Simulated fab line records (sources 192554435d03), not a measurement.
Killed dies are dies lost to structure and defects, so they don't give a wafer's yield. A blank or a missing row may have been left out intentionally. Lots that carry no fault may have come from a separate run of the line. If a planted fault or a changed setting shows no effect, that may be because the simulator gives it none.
fab line records    flow n5-finfet
[record] lots = 4  wafers = 12  last-day = 16
route steps=1938 shown DUMMY_GATE@241 SPACER0@258 SD_EPI_N@262 BEOL_M4@1111 PASSIVATION@1936
lots that met no fault: taken from a fault-free run of the same line
start-h: hours from the record's first day to the start of the lot's first wafer shown    wait-h: hours from the lot's prior step to this one    " identical to the entry in the row above    L1.1+2: several wafers, shown together as one row    - value missing, or start not given    * or withheld: withheld    < > ~ a bound
route shown NAME@n: names a module that has steps shown in the file, with the first one's number in the route    usual: the fault-free wafers' mean and standard deviation    same: alike in all rows    chamber/n: place in a boat    sites: per-site readings    _std_site: standard deviation across them    _edge_site: the outer-site mean with the inner-site mean subtracted    radius-mm: how far each site lies from the wafer's centre    mask NAME#n: copy n    behind: the tool/chamber that last shaped the wafer    hold: why the lot was held/for how many hours/how that ended    device: the transistor (n, p or np) that didn't switch    end of line: the route-end tests of the same wafers    step lacking rows: just its recipe    killed: dies that structure and defects cost at the first sort, which is not the same as the wafer's yield    map: per-die view of a wafer (x killed, . not killed, _ where there is no die)
set.NAME: the run value of the setting; set.NAME@STEP: its run value at that earlier step    model.NAME: the simulator's own value behind a step, which no gauge read
lots seen at some steps along the route; tables by step, rows by wafer
services: from which hour (start-h, from the record's first day; less than 0 if before it) a tool's chamber was out of use, for how many hours, and why
[[steps]]
[step N5_DUMMY_GATE_STRIP_40]
[recipe] chemistry = CF4  resist = SiARC  power-w = 300  bias-power-w = 75  pressure-mtorr = 50  cf4-flow-sccm = 150  rf-frequency-hz = 6e+07
[step N5_DUMMY_GATE_ETCH_31]
[recipe] chemistry = C4F6/O2  target = SiO2  mask-material = SOC  target-depth-a = 825  time-s = 27.5  ion-energy-ev = 250  pressure-mtorr = 30  source-w = 345  bias-w = 185  Ar_flow_sccm = 300  C4F6_flow_sccm = 10  O2_flow_sccm = 10
[step N5_DUMMY_GATE_STRIP_41]
[recipe] chemistry = O2  power-w = 400  temp-c = 40  pressure-mtorr = 30  rf-frequency-hz = 6e+07  bias-power-w = 0  overash-fraction = 0.3  o2-flow-sccm = 225
[step N5_DUMMY_GATE_HM_OPEN_21]
[recipe] chemistry = CH3F/O2  target = SiNx  target-depth-a = 1200  Ar_flow_sccm = 150  CH3F_flow_sccm = 30  O2_flow_sccm = 23  time-s = 171.4  pressure-mtorr = 30  source-w = 395  bias-w = 73  ion-energy-ev = 120.7
[step N5_DUMMY_GATE_ETCH_32]
[recipe] chemistry = CF4  target = SiO2  target-depth-a = 35  time-s = 3.9  ion-energy-ev = 350  pressure-mtorr = 10  icp-w = 800  bias-w = 400  cf4-flow-sccm = 80
[step N5_DUMMY_GATE_ETCH_23]
[recipe] chemistry = HBr/Cl2/O2  HBr_flow_sccm = 150  Cl2_flow_sccm = 80  O2_flow_sccm = 12  bias-w = 102  target-depth-a = 410  time-s = 22.3  target = poly-Si  mask-material = SiO2  pressure-mtorr = 10  icp-w = 800
[step N5_DUMMY_GATE_ETCH_44]
[recipe] chemistry = HBr/O2  over-etch-frac = 0.7  target-depth-a = 1275  stop-on = SiO2  ion-energy-ev = 60  bias-w = 20  target = poly-Si  mask-material = SiO2  pressure-mtorr = 20  icp-w = 400  HBr_flow_sccm = 120  O2_flow_sccm = 10
[step N5_DUMMY_GATE_ETCH_42]
[recipe] chemistry = CHF3/O2  target = SiO2  target-depth-a = 35  time-s = 31  ion-energy-ev = 30  bias-w = 12  pressure-mtorr = 30  source-w = 600  Ar_flow_sccm = 200  CHF3_flow_sccm = 50  O2_flow_sccm = 5
[step N5_DUMMY_GATE_STRIP_48]
[recipe] chemistry = N2/H2  time-s = 20  power-w = 100  temp-c = 40  pressure-mtorr = 100  rf-frequency-hz = 6e+07  bias-power-w = 3  n2-flow-sccm = 300  h2-flow-sccm = 300
[step N5_DUMMY_GATE_PRECLEAN_33]
[recipe] chemistry = dHF  time-s = 10  dilution = 750:1  temp-c = 25
[step N5_DUMMY_GATE_PRECLEAN_25]
[recipe] chemistry = O3/DIW  time-s = 45  temp-c = 22  o3-ppm = 10
lot.wafer   tool          chamber  start-h  wait-h
L741.1+2+5  wet-bench-04  0,3,1    68.24    0.0
L749.1+2+5  wet-bench-04  2,4,3    110.14   0.0
L750.1+3+6  wet-bench-04  2,5,1    122.88   0.0
L757.2+5+6  wet-bench-05  2,5,6    161.29   0.0
[step N5_DUMMY_GATE_PRECLEAN_51]
[recipe] chemistry = SC2  time-s = 45  temp-c = 35  mix = 1:1:50
[step N5_DUMMY_GATE_SRD_26]
[recipe] dry = ipa-marangoni  time-s = 30  temp-c = 23  rinse-liquid = diw
[step N5_DUMMY_GATE_UV_OZONE_45]
[recipe] time-s = 120  pressure-torr = 760  temp-c = 25
[step N5_DUMMY_GATE_INSPECT_27]
[recipe] inspect-instrument = brightfield  mode = aei
[usual] raw-defect-count = 298/77
lot.wafer  tool               chamber  start-h  wait-h  raw-defect-count
L741.1     defect-inspect-02  -        68.34    0.0     424
L741.2     "                  -        "        "       392
L741.5     "                  -        "        "       397
L749.1     defect-inspect-02  -        110.24   0.0     898
L749.2     "                  -        "        "       997
L749.5     "                  -        "        "       870
L750.1     defect-inspect-02  -        122.97   0.0     987
L750.3     "                  -        "        "       1251
L750.6     "                  -        "        "       908
L757.2     defect-inspect-02  -        161.39   0.0     199
L757.5     "                  -        "        "       223
L757.6     "                  -        "        "       181
[step N5_SPACER0_ALD_07]
[recipe] material = SiNx  target-thk-a = 20  temp-c = 400  ald-precursor-family = SiH2I2  ald-co-reactant = N2/H2-plasma  pressure-torr = 2
[step N5_SPACER0_ALD_00]
[recipe] material = SiOCN  target-thk-a = 35  temp-c = 400  ald-precursor-family = alkyl-aminosilane  ald-co-reactant = O2/N2-plasma  pulse-time-s = 3  purge-time-s = 2  co-reactant-purge-time-s = 2  ald-cycles = 58  pressure-torr = 2
[step N5_SPACER0_ALD_08]
[recipe] material = SiNx  target-thk-a = 20  temp-c = 400  ald-precursor-family = SiH2I2  ald-co-reactant = N2/H2-plasma  pressure-torr = 2
[step N5_SPACER0_INSPECT_04]
[recipe] inspect-instrument = darkfield  mode = post-dep
[usual] raw-defect-count = 136/32
lot.wafer  tool               chamber  start-h  wait-h  raw-defect-count
L741.1     defect-inspect-02  -        69.54    0.1     166
L741.2     "                  -        "        "       144
L741.5     "                  -        "        "       147
L749.1     defect-inspect-01  -        110.84   0.1     768
L749.2     "                  -        "        "       802
L749.5     "                  -        "        "       752
L750.1     defect-inspect-02  -        123.58   0.1     794
L750.3     "                  -        "        "       970
L750.6     "                  -        "        "       810
L757.2     defect-inspect-01  -        162.00   0.1     94
L757.5     "                  -        "        "       99
L757.6     "                  -        "        "       76
[step N5_SD_EPI_N_COAT_32]
[recipe] resist = SOC  temp-c = 250  time-s = 60  spin-rpm = 1500  resist-thk-nm = 350
[step N5_SD_EPI_N_COAT_33]
[recipe] resist = SiARC  temp-c = 220  time-s = 60  spin-rpm = 1500  resist-thk-nm = 35
[step N5_SD_EPI_N_COAT_03]
[recipe] resist = CAR-ArF-block  spin-rpm = 1500  resist-thk-nm = 150
[step N5_SD_EPI_N_EBR_05]
[recipe] solvent = PGMEA  ebr-width-mm = 1.5
[step N5_SD_EPI_N_SOFTBAKE_04]
[recipe] temp-c = 110  time-s = 60  resist = CAR-ArF-block
[step N5_SD_EPI_N_EXPOSE_06]
[recipe] mask-id = SD_N_BLK  na = 1.35  source-shape = conventional  sigma-outer = 0.8  polarization = unpolarized  target-cd-nm = 120  dose-mj = 39.75
[step N5_SD_EPI_N_PEB_07]
[recipe] peb-temp-c = 110  peb-time-s = 60  resist = CAR-ArF-block
[step N5_SD_EPI_N_DEVELOP_08]
[recipe] develop-time-s = 30  developer = TMAH  resist = CAR-ArF-block  dev-temp-c = 23  rinse-liquid = diw  dry = air-spin
[step N5_SD_EPI_N_INSPECT_11]
[recipe] mode = adi  inspect-instrument = macro
[usual] raw-defect-count = 2.2/1.4
lot.wafer  tool               chamber  start-h  wait-h  raw-defect-count
L741.1     defect-inspect-01  -        69.99    0.0     0
L741.2     "                  -        "        "       2
L741.5     "                  -        "        "       2
L749.1     defect-inspect-02  -        111.29   0.0     >300
L749.2     "                  -        "        "       >300
L749.5     "                  -        "        "       >300
L750.1     defect-inspect-02  -        123.91   0.0     >300
L750.3     "                  -        "        "       >300
L750.6     "                  -        "        "       >300
L757.2     defect-inspect-02  -        162.32   0.0     0
L757.5     "                  -        "        "       1
L757.6     "                  -        "        "       0
[step N5_SD_EPI_N_DESCUM_14]
[recipe] chemistry = O2  time-s = 7.9  source-power-w = 50  bias-power-w = 20  pressure-mtorr = 20  rf-frequency-hz = 2.712e+07  temp-c = 40  resist = CAR-ArF-block  o2-flow-sccm = 225
[step N5_SD_EPI_N_ETCH_34]
[recipe] chemistry = CF4  target = SiARC  target-depth-a = 455  mask-material = CAR-ArF-block  time-s = 75.8  ion-energy-ev = 80  pressure-mtorr = 40  source-w = 545  bias-w = 36  Ar_flow_sccm = 100  cf4-flow-sccm = 100  ends = cleared
[step N5_SD_EPI_N_ETCH_35]
[recipe] chemistry = N2/H2  target = SOC  overetch-a = 1080  mask-material = SiARC  temp-c = 40  ion-energy-ev = 100  source-w = 3000  bias-w = 133  pressure-mtorr = 20  time-s = 486  n2-flow-sccm = 200  h2-flow-sccm = 200
[step N5_SD_EPI_N_STRIP_36]
[recipe] chemistry = N2/H2  temp-c = 40  n2-flow-sccm = 200  h2-flow-sccm = 200  rf-frequency-hz = 6e+07
[step N5_SD_EPI_N_ETCHBACK_44]
[recipe] chemistry = CH3F/O2  mode = anisotropic-etchback  target = SiNx  target-depth-a = 145  stop-on = SiO2  over-etch-frac = 0.3  ion-energy-ev = 120  pressure-mtorr = 30  source-w = 395  bias-w = 73  Ar_flow_sccm = 150  CH3F_flow_sccm = 30  O2_flow_sccm = 20
[step N5_SD_EPI_N_ETCH_45]
[recipe] chemistry = CH3F/O2  target = SiOCN  target-depth-a = 60  mask-material = SOC  ion-energy-ev = 60  bias-w = 29  pressure-mtorr = 15  source-w = 410  Ar_flow_sccm = 150  CH3F_flow_sccm = 30  O2_flow_sccm = 20
[step N5_SD_EPI_N_ETCH_16]
[recipe] chemistry = CHF3/O2  target = SiO2  target-depth-a = 50  mask-material = SOC  pressure-mtorr = 30  source-w = 650  bias-w = 170  Ar_flow_sccm = 200  CHF3_flow_sccm = 50  O2_flow_sccm = 5  ion-energy-ev = 200
[step N5_SD_EPI_N_STRIP_47]
[recipe] chemistry = CHF3/O2  resist = SiARC  rf-frequency-hz = 6e+07
[step N5_SD_EPI_N_SD_RECESS_17]
[recipe] chemistry = HBr/Cl2/O2  target-depth-a = 410  mask-material = SOC  time-s = 23.7  bt-time-s = 3  pressure-mtorr = 10  icp-w = 800  bias-w = 112  HBr_flow_sccm = 150  Cl2_flow_sccm = 80  O2_flow_sccm = 12
[step N5_SD_EPI_N_STRIP_38]
[recipe] chemistry = N2/H2  power-w = 1000  temp-c = 250  h2-frac = 0.65  overash-fraction = 0.3  pressure-mtorr = withheld  n2-flow-sccm = 1750  h2-flow-sccm = 3250
[step N5_SD_EPI_N_INSPECT_26]
[recipe] inspect-instrument = darkfield  mode = post-epi
[usual] raw-defect-count = 203/37
lot.wafer  tool               chamber  start-h  wait-h  raw-defect-count
L741.1     defect-inspect-01  -        74.14    0.1     272
L741.2     "                  -        "        "       205
L741.5     "                  -        "        "       202
L749.1     defect-inspect-02  -        115.48   0.1     810
L749.2     "                  -        "        "       871
L749.5     "                  -        "        "       781
L750.1     defect-inspect-02  -        128.17   0.1     891
L750.3     "                  -        "        "       1038
L750.6     "                  -        "        "       851
L757.2     defect-inspect-02  -        166.66   0.1     118
L757.5     "                  -        "        "       168
L757.6     "                  -        "        "       134
[step N5_BEOL_M4_RC_MEAS_101]
[usual] DIBL_N = 35.9/1.6  DIBL_P = 35.6/2.1  IOFF_N = 0.149/0.029  IOFF_P = 0.20/0.033  ION_N = 671/11  ION_P = 460/7.3  SS_N = 71.4/0.62  SS_P = 73.2/0.65  VT_N = 251/3.1  VT_P = -251/3.4
lot.wafer  tool       chamber  start-h  wait-h  DIBL_N[mV/V]  DIBL_P[mV/V]  IOFF_N[nA/um]  IOFF_P[nA/um]  ION_N[uA/um]  ION_P[uA/um]  SS_N[mV/dec]  SS_P[mV/dec]  VT_N[mV]  VT_P[mV]
L741.1     prober-01  0        179.69   0.0     31.9          32.8          0.102          0.14           645           446           70.8          71.8          257       -260
L741.2     "          0        "        "       34.2          36.0          0.132          0.17           662           458           70.9          73.2          254       -255
L741.5     "          0        "        "       34.3          36.6          0.145          0.18           672           464           71.8          73.0          251       -257
L749.1     prober-01  0        230.41   0.0     38.3          38.9          0.210          0.23           695           468           71.7          74.2          244       -247
L749.2     "          0        "        "       37.5          38.4          0.208          0.23           694           471           72.0          73.6          244       -248
L749.5     "          0        "        "       39.1          40.7          0.229          0.26           685           470           72.0          74.2          247       -248
L750.1     prober-01  0        236.34   0.0     34.7          33.5          0.129          0.20           663           460           71.4          73.7          251       -249
L750.3     "          0        "        "       34.8          33.8          0.125          0.22           653           463           71.2          73.2          254       -249
L750.6     "          0        "        "       35.6          33.3          0.139          0.22           661           454           71.1          72.9          251       -246
L757.2     prober-02  0        277.19   0.2     36.8          36.9          0.144          0.19           669           458           71.6          73.3          252       -255
L757.5     "          0        "        "       36.0          35.6          0.131          0.17           663           458           71.7          73.1          251       -253
L757.6     "          0        "        "       35.4          34.2          0.122          0.16           664           453           71.1          73.3          254       -253
[step N5_PASSIVATION_PROBE_49]
[usual] defect-limited-yield = 90.9/1.5  killed_at_M0_to_M3 = 36/9.9  killed_at_M4_up = 13/4.5  killed-at-contacts = 13/6.4  killed-at-front-end = 42/12  killed-at-other = 3.4/3  killed-dies = 107/18  killed-open = 69/13  killed-short = 35/8.2  sort_bin_5_function = 5.3/1.1  sort_bin_6_memory = 3.4/0.69  sort-n-pass = 1073/18  sort-yield-pct = 90.9/1.5
[same] gross-dies = 1180  killed-at-back-side = 0  sort_bin_4_leakage[%] = 0  sort_bin_8_speed[%] = 0
lot.wafer  tool       chamber  start-h  wait-h  defect-limited-yield[%]  killed_at_M0_to_M3  killed_at_M4_up  killed-at-contacts  killed-at-front-end  killed-at-other  killed-dies  killed-open  killed-short  sort_bin_5_function[%]  sort_bin_6_memory[%]  sort-n-pass  sort-yield-pct[%]
L749.1     prober-02  -        331.58   0.0     78.6                     40                  12               11                  188                  1                252          84           40            12.2                    6.2                   928          78.6
L749.2     prober-02  -        331.63   0.1     83.4                     22                  18               5                   150                  1                196          46           27            11.0                    2.9                   984          83.4
L749.5     prober-02  -        331.78   0.2     84.7                     23                  10               7                   141                  0                181          65           30            7.9                     4.4                   999          84.7
L750.1     prober-01  -        333.57   0.0     82.4                     43                  17               6                   142                  0                208          56           33            10.9                    4.2                   972          82.4
L750.3     prober-01  -        333.67   0.1     83.5                     35                  17               8                   132                  3                195          71           31            10.0                    4.0                   985          83.5
L750.6     prober-01  -        333.82   0.3     87.0                     37                  8                10                  97                   1                153          65           32            7.5                     4.2                   1027         87.0
// killed by level:class
L749.1 DUMMY_GATE:unspecified=124 FIN_SAQP:geometric-particle:open=17 STI_FIN_REVEAL:geometric-particle:open=16 BEOL_M0_SAQP:geometric-particle:open=12 FIN_SAQP:geometric-particle:short=11 BEOL_M0_SAQP:geometric-particle:short=10 MOL_CONTACT_COAG:geometric-particle:open=8 DUMMY_GATE:geometric-particle:open=5
L749.2 DUMMY_GATE:unspecified=120 BEOL_M0_SAQP:geometric-particle:open=8 BEOL_M4:geometric-particle:open=8 FIN_SAQP:geometric-particle:short=7 BEOL_M0_SAQP:geometric-particle:short=5 FIN_SAQP:geometric-particle:open=4 BEOL_M2:geometric-particle:open=4 GATE_CUT:geometric-particle:open=3
L749.5 DUMMY_GATE:unspecified=84 FIN_SAQP:geometric-particle:open=14 FIN_SAQP:geometric-particle:short=10 STI_FIN_REVEAL:geometric-particle:open=9 BEOL_M4:geometric-particle:open=8 DUMMY_GATE:geometric-particle:open=7 MOL_CONTACT_COAG:geometric-particle:open=6 STI_FIN_REVEAL:geometric-particle:short=4
L750.1 DUMMY_GATE:unspecified=119 BEOL_M2:geometric-particle:open=12 BEOL_M0_SAQP:geometric-particle:short=9 FIN_SAQP:geometric-particle:short=7 MOL_CONTACT_COAG:geometric-particle:open=6 BEOL_M3:geometric-particle:open=6 FIN_SAQP:geometric-particle:open=5 BEOL_M2:geometric-particle:short=5
L750.3 DUMMY_GATE:unspecified=89 BEOL_M1:geometric-particle:open=10 STI_FIN_REVEAL:geometric-particle:open=9 FIN_SAQP:geometric-particle:short=8 MOL_CONTACT_COAG:geometric-particle:open=8 BEOL_M0_SAQP:geometric-particle:short=8 FIN_SAQP:geometric-particle:open=7 BEOL_M4:geometric-particle:open=7
L750.6 DUMMY_GATE:unspecified=54 FIN_SAQP:geometric-particle:short=12 BEOL_M0_SAQP:geometric-particle:open=12 MOL_CONTACT_COAG:geometric-particle:open=9 BEOL_M2:geometric-particle:open=9 FIN_SAQP:geometric-particle:open=8 BEOL_M0_SAQP:geometric-particle:short=6 ILD0:geometric-particle:open=4
// map L749.1 (x killed, . not)
_________________.x..x.x.....________________
______________..x..............x_____________
___________......xxx..x............__________
__________..x........x.............._________
________................x..x...x...x.._______
_______......x............x...x........______
______..............xx......x....x...x.._____
_____.......x.........x..........x.......____
____x.xx..x...x.x..x...............x......___
___...........x.........x..........x.......__
___x.x..xxxx...................x.....x.....__
__.x.xxxxxxxxxxxxxx.....x........x.........._
__.xxxxxxxxxxx.........x....x..........x..x._
_.xxxxxxxxxxxxx..x..................xx.x..x..
_.xxxxxxxxxxxxx...............x.....xx.......
_.xxxxxxxxxxxxxx.x.....................x.....
_xxxxxxxxxxxxxxx.....x.......................
_.xxxxxxxxxxxx.x.........x..........x........
_.xxxxxxxxxxx.xx.x...x..........xx...x.xx....
_....xxxxxxxx.........x...xxx.......x....x...
_......x.x.........xx........x....x.........x
__...xxx.x...............x..........x...x..._
__.......................x....x....x......x._
___......x..x....................xx........__
___........x.xx......xx.............x......__
____....x...x.....xx..x....x.........x....___
_____..x......x..........................____
______.....x....x..x..x.......x...x.x..._____
_______..x..............xx.............______
________..............x.xx....x......._______
__________..........x.....x........._________
___________x........x.........x....__________
______________.x.......x...x...._____________
_________________..x.........________________
// map L750.1 (x killed, . not)
_________________....x...x...________________
______________.................._____________
___________.....................x..__________
__________x.....................x..._________
________....x....x...................._______
_______..................x.............______
______............x.......xx..........x._____
_____...x.xx..x....x...............xx.x..____
____..x.....x............................x___
___..xxx...x.....x....x..x.....x...........__
___x.xxx....x............x............x....__
__.xxxxxxxxxx..xx..................xx......._
__..xxxxxxxxx.xx........................x..._
_..xxxxxxxxxxxx.........x...x.............x..
_.xxxxxxxxxxxxxx..................x....x.....
_.xxxxxxxxxxxx.................x.....x.......
_xxxxxxxxxxxxxx......x.x................x....
_..xxxxxxxxxxxx.x.xx......................x..
_..x.xxxxxxxx.....x.................x........
_.xxxxx.xxxx.x........................x......
_..x.xx.xxxxx.........................x......
__.x.....xx............x....x..x.........x.x_
__...x..x.........x........................._
___..............................xx........__
___x..x........x.x.........................__
____x.x.x........x...................x....___
_____....................................____
______..............................x..._____
_______................................______
________...x....x....x........x......._______
__________..x...x.........x........._________
___________......x...............x.__________
______________.......x.x..x....._____________
_________________............________________
[[services]]
tool          chamber  start-h  hours  kind
wet-bench-05  -        78.14    4.4    repair
[[key]]
[first-sign] step = N5_DUMMY_GATE_INSPECT_27  reading = raw-defect-count  direction = up  sigmas = 9  usual = 298  struck = 985
[effect] step = N5_SPACER0_INSPECT_04  reading = raw-defect-count  direction = up  sigmas = 21  usual = 136  struck = 816
[effect] step = N5_SD_EPI_N_INSPECT_11  reading = raw-defect-count  direction = up  sigmas = 99+  usual = 2.2  struck = >300
[effect] step = N5_SD_EPI_N_INSPECT_26  reading = raw-defect-count  direction = up  sigmas = 18  usual = 203  struck = 874
[effect] step = N5_PASSIVATION_PROBE_49  reading = killed-at-front-end  direction = up  sigmas = 8.3  usual = 42  struck = 142
[more-kills-born-at] N5_DUMMY_GATE_PRECLEAN_25@wet-bench-04 = 590
met-at N5_DUMMY_GATE_PRECLEAN_25
struck-wafers L749.1,L749.2,L749.5,L750.1,L750.3,L750.6
onset-between 68.24 110.14
[fault] kind = chamber-particle-source  tool = wet-bench-04  chamber = -  onset-h = 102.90  steps = N5_DUMMY_GATE_PRECLEAN_25  rate-per-visit-cm2 = 1.039  end-h = 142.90
